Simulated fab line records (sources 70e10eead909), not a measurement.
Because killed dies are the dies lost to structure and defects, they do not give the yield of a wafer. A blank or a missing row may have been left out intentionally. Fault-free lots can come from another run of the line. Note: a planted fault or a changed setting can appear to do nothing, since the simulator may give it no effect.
fab line records -- flow nand_harc -- part 1 of 2: steps 1 to 4 of 6
record: lots: 22, wafers: 66, last_day: 24
route steps=1159 shown A_CONTACT@935 A_BLC@982 A_M0@1023
lots that met no fault: taken from a fault-free run of the same line
start_h: hours from the record's first day to the start of the lot's first wafer shown -- wait_h: time in hours since the lot's previous step -- " same as the row above -- L1.1+2: several wafers, shown together as one row -- - no value, or no start given -- * or withheld: withheld -- < > ~ a bound
route shown NAME@n: NAME is a module with steps in the file, n the number in the route of the first one -- usual: average and standard deviation across the fault-free wafers -- same: alike in all rows -- chamber/n: place in a boat -- sites: per-site readings -- _std_site: their standard deviation -- _edge_site: inner sites' mean taken away from outer sites' mean -- radius_mm: how far each site lies from the wafer's centre -- mask NAME#n: copy n -- behind: the most recent tool/chamber to have shaped the wafer -- hold: reason for holding the lot/hours on hold/outcome of the hold -- device: the transistor (n, p or np) that didn't switch -- end of line: the same wafers' tests at the end of the route -- where a step has no rows: the recipe by itself -- killed: at the first sort, the dies lost to defects and structure; wafer yield is something else -- map: a wafer's dies, marking killed ones x, the rest . and places with no die _
set.NAME: the setting as run; set.NAME@STEP: as run at that earlier step -- model.NAME: the simulator's own value behind a step, which no gauge read
the route's steps for a sample of lots (tables are steps, rows are wafers)
services: the hour from which a tool's chamber was out of use, counted from the record's first day as start_h (under 0 if before that day), plus the number of hours and why
== steps ==
step: NHARC_A_CONTACT_CD_MEAS_08
recipe: target_cd_nm: 100, landing_energy_ev: 500
usual: cd_nm: 100.0/0.49
lot.wafer,tool,chamber,start_h,wait_h,cd_nm
L074.2,cd_sem-02,0,396.80,-,100.5
L074.3,cd_sem-02,0,396.80,-,100.8
L074.5,cd_sem-02,0,396.80,-,100.2
L075.2,cd_sem-02,0,398.06,-,100.0
L075.5,cd_sem-02,0,398.06,-,99.7
L075.6,cd_sem-02,0,398.06,-,100.5
L077.2,cd_sem-03,0,401.03,-,100.4
L077.3,cd_sem-03,0,401.03,-,99.7
L077.4,cd_sem-03,0,401.03,-,100.4
L076.1,cd_sem-01,0,401.18,-,100.8
L076.2,cd_sem-01,0,401.18,-,101.3
L076.6,cd_sem-01,0,401.18,-,101.1
L078.1,cd_sem-03,0,412.60,-,100.0
L078.2,cd_sem-03,0,412.60,-,100.4
L078.3,cd_sem-03,0,412.60,-,100.7
L081.2,cd_sem-01,0,425.32,-,100.2
L081.3,cd_sem-01,0,425.32,-,100.5
L081.5,cd_sem-01,0,425.32,-,100.0
L080.1,cd_sem-01,0,426.74,-,100.2
L080.2,cd_sem-01,0,426.74,-,100.3
L080.6,cd_sem-01,0,426.74,-,100.2
L079.2,cd_sem-03,0,432.53,-,99.2
L079.3,cd_sem-03,0,432.53,-,99.9
L079.4,cd_sem-03,0,432.53,-,99.6
L083.2,cd_sem-03,0,437.85,-,99.9
L083.3,cd_sem-03,0,437.85,-,100.6
L083.4,cd_sem-03,0,437.85,-,99.7
L082.2,cd_sem-01,0,439.13,-,99.9
L082.3,cd_sem-01,0,439.13,-,99.6
L082.5,cd_sem-01,0,439.13,-,100.1
L084.1,cd_sem-02,0,450.02,-,99.8
L084.2,cd_sem-02,0,450.02,-,99.2
L084.6,cd_sem-02,0,450.02,-,98.8
L085.2,cd_sem-03,0,453.64,-,99.5
L085.3,cd_sem-03,0,453.64,-,100.1
L085.5,cd_sem-03,0,453.64,-,100.8
L088.4,cd_sem-02,0,455.44,-,99.5
L088.5,cd_sem-02,0,455.44,-,100.5
L088.6,cd_sem-02,0,455.44,-,100.2
L087.2,cd_sem-01,0,464.28,-,99.5
L087.3,cd_sem-01,0,464.28,-,99.8
L087.5,cd_sem-01,0,464.28,-,99.4
L086.3,cd_sem-01,0,465.32,-,100.3
L086.5,cd_sem-01,0,465.32,-,100.3
L086.6,cd_sem-01,0,465.32,-,99.8
L090.1,cd_sem-01,0,487.69,-,100.2
L090.5,cd_sem-01,0,487.69,-,99.6
L090.6,cd_sem-01,0,487.69,-,99.5
L089.1,cd_sem-02,0,488.06,-,101.0
L089.2,cd_sem-02,0,488.06,-,100.7
L089.3,cd_sem-02,0,488.06,-,100.4
L091.2,cd_sem-03,0,498.79,-,100.4
L091.5,cd_sem-03,0,498.79,-,100.5
L091.6,cd_sem-03,0,498.79,-,100.5
L092.1,cd_sem-02,0,506.63,-,101.0
L092.2,cd_sem-02,0,506.63,-,100.6
L092.4,cd_sem-02,0,506.63,-,99.9
L096.2,cd_sem-02,0,515.04,-,99.1
L096.3,cd_sem-02,0,515.04,-,99.5
L096.6,cd_sem-02,0,515.04,-,99.0
L097.1,cd_sem-02,0,516.27,-,99.8
L097.2,cd_sem-02,0,516.27,-,99.6
L097.4,cd_sem-02,0,516.27,-,99.7
L095.1,cd_sem-02,0,520.32,-,100.0
L095.2,cd_sem-02,0,520.32,-,100.3
L095.5,cd_sem-02,0,520.32,-,100.0
step: NHARC_A_CONTACT_OVL_MEAS_09
usual: overlay_x_nm: 0.4/0.89, overlay_y_nm: 0.1/0.88
lot.wafer,tool,chamber,start_h,wait_h,overlay_x_nm,overlay_y_nm
L074.2,overlay-02,-,396.89,-,1.1,0.7
L074.3,overlay-02,-,396.89,-,0.9,1.6
L074.5,overlay-02,-,396.89,-,0.9,1.7
L075.2,overlay-02,-,398.14,-,0.8,0.0
L075.5,overlay-02,-,398.14,-,1.7,-0.8
L075.6,overlay-02,-,398.14,-,0.2,-0.3
L077.2,overlay-02,-,401.12,-,-0.5,1.7
L077.3,overlay-02,-,401.12,-,0.5,1.3
L077.4,overlay-02,-,401.12,-,0.6,1.9
L076.1,overlay-02,-,401.27,-,-1.4,0.0
L076.2,overlay-02,-,401.27,-,-1.5,-0.6
L076.6,overlay-02,-,401.27,-,-1.2,-0.7
L078.1,overlay-01,-,412.69,-,1.7,1.3
L078.2,overlay-01,-,412.69,-,1.7,1.4
L078.3,overlay-01,-,412.69,-,1.5,1.1
L081.2,overlay-01,-,425.42,-,0.4,0.1
L081.3,overlay-01,-,425.42,-,0.6,0.2
L081.5,overlay-01,-,425.42,-,0.1,0.6
L080.1,overlay-01,-,426.83,-,0.1,-0.4
L080.2,overlay-01,-,426.83,-,0.6,-0.9
L080.6,overlay-01,-,426.83,-,0.5,-0.5
L079.2,overlay-01,-,432.62,-,-1.1,-0.7
L079.3,overlay-01,-,432.62,-,-1.5,-0.8
L079.4,overlay-01,-,432.62,-,-1.0,-1.2
L083.2,overlay-01,-,437.94,-,0.5,0.5
L083.3,overlay-01,-,437.94,-,0.2,0.3
L083.4,overlay-01,-,437.94,-,0.6,0.6
L082.2,overlay-01,-,439.22,-,1.6,0.0
L082.3,overlay-01,-,439.22,-,2.2,-0.5
L082.5,overlay-01,-,439.22,-,1.1,-0.4
L084.1,overlay-02,-,450.11,-,-0.3,-0.6
L084.2,overlay-02,-,450.11,-,-0.8,-0.6
L084.6,overlay-02,-,450.11,-,-0.6,-0.3
L085.2,overlay-02,-,453.72,-,0.8,0.8
L085.3,overlay-02,-,453.72,-,0.6,1.2
L085.5,overlay-02,-,453.72,-,0.9,0.5
L088.4,overlay-01,-,455.52,-,0.2,-1.4
L088.5,overlay-01,-,455.52,-,0.2,-2.0
L088.6,overlay-01,-,455.52,-,0.6,-2.0
L087.2,overlay-01,-,464.38,-,0.8,1.0
L087.3,overlay-01,-,464.38,-,0.6,0.8
L087.5,overlay-01,-,464.38,-,1.2,0.5
L086.3,overlay-02,-,465.42,-,0.6,-0.3
L086.5,overlay-02,-,465.42,-,0.2,-0.2
L086.6,overlay-02,-,465.42,-,0.7,-0.4
L090.1,overlay-01,-,487.78,-,1.7,0.8
L090.5,overlay-01,-,487.78,-,1.6,1.3
L090.6,overlay-01,-,487.78,-,2.4,1.4
L089.1,overlay-01,-,488.15,-,0.6,-0.3
L089.2,overlay-01,-,488.15,-,0.6,0.2
L089.3,overlay-01,-,488.15,-,0.8,-0.3
L091.2,overlay-02,-,498.87,-,1.2,0.2
L091.5,overlay-02,-,498.87,-,1.0,-0.1
L091.6,overlay-02,-,498.87,-,1.4,-0.6
L092.1,overlay-01,-,506.72,-,-0.1,0.1
L092.2,overlay-01,-,506.72,-,0.1,-1.0
L092.4,overlay-01,-,506.72,-,0.2,-1.3
L096.2,overlay-02,-,515.12,-,-0.9,-0.3
L096.3,overlay-02,-,515.12,-,-0.9,-0.4
L096.6,overlay-02,-,515.12,-,-0.7,-0.9
L097.1,overlay-01,-,516.36,-,0.7,-0.2
L097.2,overlay-01,-,516.36,-,0.3,-0.5
L097.4,overlay-01,-,516.36,-,0.3,-0.4
L095.1,overlay-01,-,520.40,-,-1.5,1.0
L095.2,overlay-01,-,520.40,-,-1.5,1.3
L095.5,overlay-01,-,520.40,-,-0.4,1.2
step: NHARC_A_CONTACT_DESCUM_13
recipe: time_s: 3, o2_flow_sccm: 200, ar_flow_sccm: 0, bias_power_w: 0, chemistry: O2
usual: chamber_pressure_mTorr: 60.00/0.055, drypump_motor_current_A: 5.8/0.55, mfc_ar_sccm: 0.009/0.011, oes_product_au: 1.003/0.0074, rf_vpp_V: 57.5/0.94, showerhead_plenum_p_Torr: 1.87/0.087, throttle_valve_pct: 11.312/0.009
same: time_s: 3
lot.wafer,tool,chamber,start_h,wait_h,chamber_pressure_mTorr,drypump_motor_current_A,mfc_ar_sccm,oes_product_au,rf_hours_counter_h,rf_vpp_V,showerhead_plenum_p_Torr,throttle_valve_pct
L074.3,rie_diel-02,3,397.02,0.1,60.02,6.4,0,0.999,25,57.5,1.78,11.316
L074.2,rie_diel-02,2,397.02,0.1,60.02,5.3,0.010,0.996,25,56.6,1.87,11.321
L074.5,rie_diel-02,3,397.02,0.1,60.04,6.4,0,1.008,-,57.2,1.78,11.326
L075.2,rie_diel-02,2,398.26,0.1,59.98,5.3,0.010,0.993,25,57.1,1.87,11.302
L075.6,rie_diel-02,0,398.26,0.1,60.00,5.7,0.022,1.012,-,57.2,1.78,11.313
L075.5,rie_diel-02,1,398.26,0.1,59.99,6.3,0,1.004,-,57.8,1.78,11.320
L077.3,rie_diel-02,3,401.21,0.1,60.03,6.4,0,0.994,27,57.4,1.78,11.339
L077.4,rie_diel-02,1,401.21,0.1,60.04,6.3,0,0.995,25,57.4,1.78,11.315
L077.2,rie_diel-02,2,401.21,0.1,59.95,5.3,0.010,0.991,27,56.8,1.87,11.306
L076.2,rie_diel-02,2,401.37,0.1,60.02,5.3,0.010,0.983,27,58.2,1.87,11.312
L076.1,rie_diel-02,1,401.37,0.1,59.93,6.3,0,0.997,25,58.0,1.78,11.320
L076.6,rie_diel-02,3,401.37,0.1,60.03,6.4,0,1.006,-,56.5,1.78,11.313
L078.1,rie_diel-04,3,412.79,0.1,60.00,4.9,0.012,1.015,20,56.8,1.79,11.313
L078.3,rie_diel-04,0,412.79,0.1,60.10,6.4,0.023,1.002,17,56.9,1.93,11.317
L078.2,rie_diel-04,1,412.79,0.1,59.99,5.3,0,1.003,19,57.1,1.82,11.313
L081.3,rie_diel-05,0,425.55,0.1,60.05,5.8,0.018,1.004,31,57.2,1.93,11.320
L081.2,rie_diel-05,1,425.55,0.1,59.91,5.9,0.036,1.012,26,57.7,1.90,11.310
L081.5,rie_diel-05,3,425.55,0.1,60.07,6.6,0.003,1.007,-,56.8,1.89,11.317
L080.2,rie_diel-05,0,426.98,0.1,59.92,5.8,0.018,0.997,31,56.1,1.93,11.305
L080.1,rie_diel-05,1,426.98,0.1,59.99,5.9,0.036,1.009,27,57.8,1.90,11.309
L080.6,rie_diel-05,3,426.98,0.1,60.03,6.6,0.003,1.009,-,57.8,1.89,11.319
L079.3,rie_diel-04,3,432.72,0.1,59.94,4.9,0.012,1.011,24,55.8,1.79,11.308
L079.4,rie_diel-04,1,432.72,0.1,60.02,5.2,0,1.012,23,55.8,1.82,11.295
L079.2,rie_diel-04,2,432.72,0.1,59.74,5.2,0,1.004,25,56.9,2.00,11.295
L083.3,rie_diel-04,1,438.04,0.1,59.88,5.3,0,1.004,23,57.5,1.82,11.326
L083.2,rie_diel-04,2,438.04,0.1,59.97,5.2,0,1.012,26,58.1,2.00,11.300
L083.4,rie_diel-04,0,438.04,0.1,60.01,6.4,0.023,0.998,21,58.5,1.93,11.316
L082.3,rie_diel-05,0,439.32,0.1,59.98,5.8,0.018,0.996,38,59.5,1.93,11.327
L082.2,rie_diel-05,3,439.32,0.1,59.94,6.6,0.003,1.012,38,59.2,1.89,11.307
L082.5,rie_diel-05,0,439.32,0.1,59.97,5.8,0.018,0.999,-,57.1,1.93,11.307
L084.2,rie_diel-02,1,450.22,0.1,59.91,6.2,0,1.008,43,56.2,1.77,11.310
L084.1,rie_diel-02,3,450.22,0.1,60.01,6.4,0,1.003,49,56.6,1.77,11.313
L084.6,rie_diel-02,0,450.22,0.1,60.10,5.7,0.022,1.018,-,58.1,1.78,11.315
L085.2,rie_diel-05,2,453.83,0.1,59.97,6.2,0,0.999,36,58.0,2.00,11.310
L085.3,rie_diel-05,3,453.83,0.1,59.99,6.6,0.003,1.005,43,57.1,1.89,11.324
L085.5,rie_diel-05,2,453.83,0.1,60.05,6.2,0,0.991,-,58.8,2.00,11.317
L088.4,rie_diel-04,0,455.64,0.1,60.05,6.4,0.023,1.005,25,57.3,1.92,11.314
L088.6,rie_diel-04,1,455.64,0.1,60.03,5.2,0,1.008,-,57.6,1.82,11.317
L088.5,rie_diel-04,2,455.64,0.1,60.00,5.3,0,1.003,-,58.4,2.00,11.312
L087.3,rie_diel-04,3,464.51,0.1,60.01,4.9,0.012,0.998,30,57.0,1.79,11.297
L087.2,rie_diel-04,0,464.51,0.1,59.97,6.4,0.023,1.003,27,57.4,1.92,11.304
L087.5,rie_diel-04,2,464.51,0.1,60.00,5.3,0,0.999,-,58.4,2.00,11.311
L086.3,rie_diel-04,0,465.54,0.1,60.02,6.4,0.023,0.993,27,57.6,1.92,11.310
L086.5,rie_diel-04,1,465.54,0.1,60.09,5.3,0,1.005,-,57.5,1.81,11.314
L086.6,rie_diel-04,2,465.54,0.1,59.97,5.2,0,1.009,-,59.7,2.00,11.310
L090.1,rie_diel-02,0,488.00,0.2,60.04,5.7,0.022,1.007,59,58.3,1.77,11.298
L090.6,rie_diel-02,0,488.00,0.2,60.03,5.7,0.022,1.003,-,57.5,1.77,11.330
L090.5,rie_diel-02,1,488.00,0.2,59.99,6.2,0,0.998,-,56.6,1.77,11.301
L089.3,rie_diel-04,2,488.25,0.1,60.04,5.2,0,1.002,2,57.8,2.00,11.287
L089.2,rie_diel-04,3,488.25,0.1,60.05,4.9,0.012,1.008,2,57.5,1.79,11.315
L089.1,rie_diel-04,1,488.25,0.1,59.97,5.3,0,0.998,2,56.9,1.81,11.316
L091.2,rie_diel-02,2,499.00,0.1,60.01,5.3,0.010,0.991,69,57.7,1.86,11.324
L091.6,rie_diel-02,0,499.00,0.1,59.94,5.7,0.022,1.006,-,57.0,1.77,11.297
L091.5,rie_diel-02,1,499.00,0.1,59.99,6.3,0,1.012,-,55.9,1.77,11.299
L092.2,rie_diel-04,0,506.82,0.1,59.91,6.4,0.023,1.002,7,56.9,1.92,11.317
L092.4,rie_diel-04,2,506.82,0.1,59.99,5.2,0,1.009,7,58.6,1.99,11.313
L092.1,rie_diel-04,3,506.82,0.1,60.02,4.9,0.012,1.009,7,56.9,1.78,11.328
L096.3,rie_diel-02,3,515.24,0.1,60.01,6.4,0,1.007,0,59.9,2.08,11.311
L096.2,rie_diel-02,0,515.24,0.1,60.05,5.7,0.022,1.012,0,59.0,2.08,11.314
L096.6,rie_diel-02,2,515.24,0.1,59.95,5.3,0.010,1.007,-,57.1,1.86,11.291
L097.2,rie_diel-04,1,516.46,0.1,60.00,5.2,0,0.998,10,58.0,1.81,11.320
L097.4,rie_diel-04,2,516.46,0.1,59.96,5.2,0,1.000,10,58.0,1.99,11.310
L097.1,rie_diel-04,3,516.46,0.1,60.00,4.9,0.012,1.000,10,57.3,1.78,11.328
L095.1,rie_diel-04,0,520.51,0.1,59.95,6.3,0.023,0.981,11,56.0,1.92,11.323
L095.2,rie_diel-04,1,520.51,0.1,59.96,5.3,0,0.993,11,57.5,1.81,11.321
L095.5,rie_diel-04,0,520.51,0.1,59.94,6.4,0.023,0.991,-,58.9,1.92,11.321
step: NHARC_A_CONTACT_ETCH_110
recipe: target_depth_a: 500, overetch_a: 50, time_s: 27.5, ion_energy_ev: 100, cf4_flow_sccm: 80, o2_flow_sccm: 20, ar_flow_sccm: 0, rf_w: 300, bias_w: 100, chemistry: CF4/O2
usual: chamber_pressure_mTorr: 30.002/0.027, drypump_motor_current_A: 5.8/0.52, mfc_ar_sccm: 0.011/0.012, oes_ar_750_au: 1.000/0.0046, oes_product_au: 1.003/0.007, rf_vpp_V: 197.4/1.4, showerhead_plenum_p_Torr: 1.32/0.056, throttle_valve_pct: 13.397/0.0091
same: time_s: 27.5
lot.wafer,tool,chamber,start_h,wait_h,chamber_pressure_mTorr,drypump_motor_current_A,mfc_ar_sccm,oes_ar_750_au,oes_product_au,rf_hours_counter_h,rf_vpp_V,showerhead_plenum_p_Torr,throttle_valve_pct
L074.3,rie_diel-04,2,399.68,0.1,29.989,5.2,0,1.005,1.001,20,197.1,1.39,13.386
L074.2,rie_diel-04,1,399.68,0.1,29.984,5.3,0,1.004,1.009,18,196.1,1.27,13.408
L074.5,rie_diel-04,1,399.68,0.1,30.017,5.3,0,0.998,1.003,-,196.0,1.27,13.410
L075.2,rie_diel-04,2,401.20,0.1,30.008,5.3,0,0.998,1.007,20,198.9,1.39,13.408
L075.6,rie_diel-04,0,401.20,0.1,30.010,6.4,0.023,0.995,1.008,-,197.8,1.34,13.388
L075.5,rie_diel-04,1,401.20,0.1,30.002,5.3,0,1.000,1.005,-,196.3,1.27,13.391
L077.4,rie_diel-05,2,404.19,0.1,29.991,6.1,0,1.002,1.005,18,198.1,1.40,13.390
L077.2,rie_diel-05,0,404.19,0.1,30.006,5.8,0.018,1.001,0.998,22,197.9,1.35,13.406
L077.3,rie_diel-05,1,404.19,0.1,29.972,5.9,0.036,0.996,1.004,20,197.0,1.33,13.401
L076.2,rie_diel-02,0,404.45,0.1,29.976,5.7,0.022,0.998,1.022,29,195.5,1.25,13.393
L076.1,rie_diel-02,1,404.45,0.1,29.999,6.3,0,1.003,1.001,27,195.3,1.24,13.402
L076.6,rie_diel-02,3,404.45,0.1,29.999,6.4,0,1.008,1.000,-,195.4,1.24,13.415
L078.2,rie_diel-05,2,415.68,0.1,30.009,6.2,0,0.998,1.001,22,198.0,1.39,13.388
L078.1,rie_diel-05,3,415.68,0.1,30.021,6.6,0.003,0.987,1.012,28,198.8,1.32,13.400
L078.3,rie_diel-05,0,415.68,0.1,29.969,5.8,0.018,1.006,1.002,26,198.7,1.35,13.401
L081.2,rie_diel-04,3,428.16,0.1,29.979,4.9,0.012,1.008,0.998,23,195.8,1.25,13.392
L081.3,rie_diel-04,0,428.16,0.1,30.025,6.4,0.023,1.004,1.008,20,198.1,1.34,13.394
L081.5,rie_diel-04,3,428.16,0.1,29.979,4.9,0.012,1.009,0.991,-,195.9,1.25,13.405
L080.1,rie_diel-05,3,429.65,0.0,30.020,6.6,0.003,1.000,1.005,34,198.0,1.32,13.393
L080.2,rie_diel-05,0,429.65,0.0,30.031,5.8,0.018,0.995,1.007,32,199.3,1.35,13.384
L080.6,rie_diel-05,0,429.65,0.0,29.937,5.8,0.018,1.003,1.002,-,198.7,1.35,13.395
L079.4,rie_diel-05,1,435.32,0.1,30.019,5.9,0.036,1.002,1.005,30,196.9,1.32,13.401
L079.2,rie_diel-05,2,435.32,0.1,30.013,6.1,0,0.994,1.007,30,199.4,1.39,13.384
L079.3,rie_diel-05,3,435.32,0.1,29.988,6.7,0.003,0.999,1.006,37,196.6,1.32,13.397
L083.4,rie_diel-05,0,440.94,0.1,30.039,5.8,0.018,1.002,0.999,38,197.9,1.34,13.409
L083.2,rie_diel-05,1,440.94,0.1,30.043,5.9,0.036,1.004,1.012,33,198.0,1.32,13.380
L083.3,rie_diel-05,3,440.94,0.1,30.010,6.6,0.003,1.005,1.005,39,196.0,1.32,13.399
L082.2,rie_diel-04,3,442.34,0.1,30.020,4.9,0.012,0.997,0.997,27,195.0,1.25,13.384
L082.3,rie_diel-04,1,442.34,0.1,29.990,5.3,0,0.997,1.002,26,196.2,1.27,13.401
L082.5,rie_diel-04,3,442.34,0.1,30.002,4.9,0.012,1.008,1.002,-,196.4,1.25,13.399
L084.2,rie_diel-05,1,453.01,0.2,30.033,5.9,0.036,0.998,1.001,36,197.2,1.32,13.394
L084.1,rie_diel-05,3,453.01,0.2,30.034,6.6,0.003,1.001,1.012,42,195.5,1.32,13.391
L084.6,rie_diel-05,2,453.01,0.2,30.005,6.1,0,0.997,0.997,-,198.4,1.39,13.404
L085.3,rie_diel-05,3,456.72,0.1,30.013,6.6,0.003,1.001,1.006,44,196.2,1.32,13.421
L085.2,rie_diel-05,0,456.72,0.1,30.010,5.8,0.018,1.001,0.996,44,197.0,1.34,13.392
L085.5,rie_diel-05,2,456.72,0.1,29.985,6.2,0,0.991,1.007,-,200.7,1.39,13.384
L088.4,rie_diel-02,0,458.36,0.2,29.998,5.6,0.022,1.001,1.020,50,196.1,1.24,13.400
L088.5,rie_diel-02,2,458.36,0.2,30.020,5.3,0.010,0.992,0.998,-,197.5,1.30,13.394
L088.6,rie_diel-02,3,458.36,0.2,29.969,6.4,0,0.999,1.003,-,196.3,1.24,13.399
L087.3,rie_diel-02,0,467.70,0.2,29.968,5.7,0.022,1.002,1.009,53,195.3,1.24,13.388
L087.2,rie_diel-02,3,467.70,0.2,30.009,6.4,0,1.001,1.004,56,196.5,1.24,13.407
L087.5,rie_diel-02,0,467.70,0.2,30.019,5.7,0.022,0.999,1.004,-,197.0,1.24,13.389
L086.3,rie_diel-02,2,468.31,0.0,30.055,5.3,0.010,1.004,0.999,56,196.0,1.30,13.390
L086.6,rie_diel-02,2,468.31,0.0,30.019,5.3,0.010,1.006,1.006,-,196.5,1.30,13.398
L086.5,rie_diel-02,3,468.31,0.0,29.969,6.4,0,1.005,1.015,-,194.7,1.24,13.395
L090.1,rie_diel-05,0,490.68,0.1,30.010,5.8,0.018,1.005,0.993,55,196.5,1.34,13.404
L090.5,rie_diel-05,3,490.68,0.1,29.988,6.6,0.003,1.003,1.009,-,196.6,1.31,13.394
L090.6,rie_diel-05,0,490.68,0.1,29.980,5.8,0.018,1.003,1.000,-,197.6,1.34,13.381
L089.2,rie_diel-04,0,490.88,0.1,30.006,6.4,0.023,1.004,0.987,3,197.7,1.34,13.383
L089.1,rie_diel-04,1,490.88,0.1,30.048,5.3,0,0.997,0.998,3,195.7,1.27,13.402
L089.3,rie_diel-04,3,490.88,0.1,30.017,4.9,0.012,0.993,1.011,3,196.0,1.25,13.408
L091.2,rie_diel-02,1,501.82,0.1,30.003,6.3,0,1.002,1.000,63,195.6,1.23,13.412
L091.5,rie_diel-02,2,501.82,0.1,29.963,5.3,0.010,0.999,1.003,-,196.8,1.30,13.384
L091.6,rie_diel-02,3,501.82,0.1,30.015,6.5,0,1.000,0.993,-,196.2,1.23,13.392
L092.2,rie_diel-05,2,509.95,0.1,30.008,6.1,0,1.002,1.007,53,199.4,1.39,13.378
L092.4,rie_diel-05,3,509.95,0.1,29.970,6.6,0.003,1.008,1.006,59,197.9,1.31,13.397
L092.1,rie_diel-05,0,509.95,0.1,29.979,5.8,0.018,0.996,1.005,58,197.3,1.34,13.401
L096.2,rie_diel-04,3,518.27,0.1,30.016,4.9,0.012,0.995,1.009,10,197.9,1.25,13.397
L096.3,rie_diel-04,0,518.27,0.1,30.020,6.4,0.023,1.000,0.992,10,198.1,1.34,13.413
L096.6,rie_diel-04,0,518.27,0.1,30.049,6.4,0.023,0.999,0.984,-,198.6,1.34,13.389
L097.1,rie_diel-04,1,519.07,0.1,29.961,5.3,0,1.000,1.000,11,195.8,1.26,13.393
L097.4,rie_diel-04,3,519.07,0.1,30.001,4.9,0.012,1.000,1.018,10,196.3,1.25,13.390
L097.2,rie_diel-04,0,519.07,0.1,29.972,6.4,0.023,0.998,1.000,11,196.1,1.34,13.391
L095.1,rie_diel-02,0,523.48,0.1,30.002,5.6,0.022,0.998,1.000,4,199.4,1.45,13.403
L095.2,rie_diel-02,1,523.48,0.1,30.021,6.3,0,0.993,1.003,4,200.4,1.45,13.394
L095.5,rie_diel-02,2,523.48,0.1,29.984,5.3,0.010,1.002,1.000,-,197.0,1.30,13.408
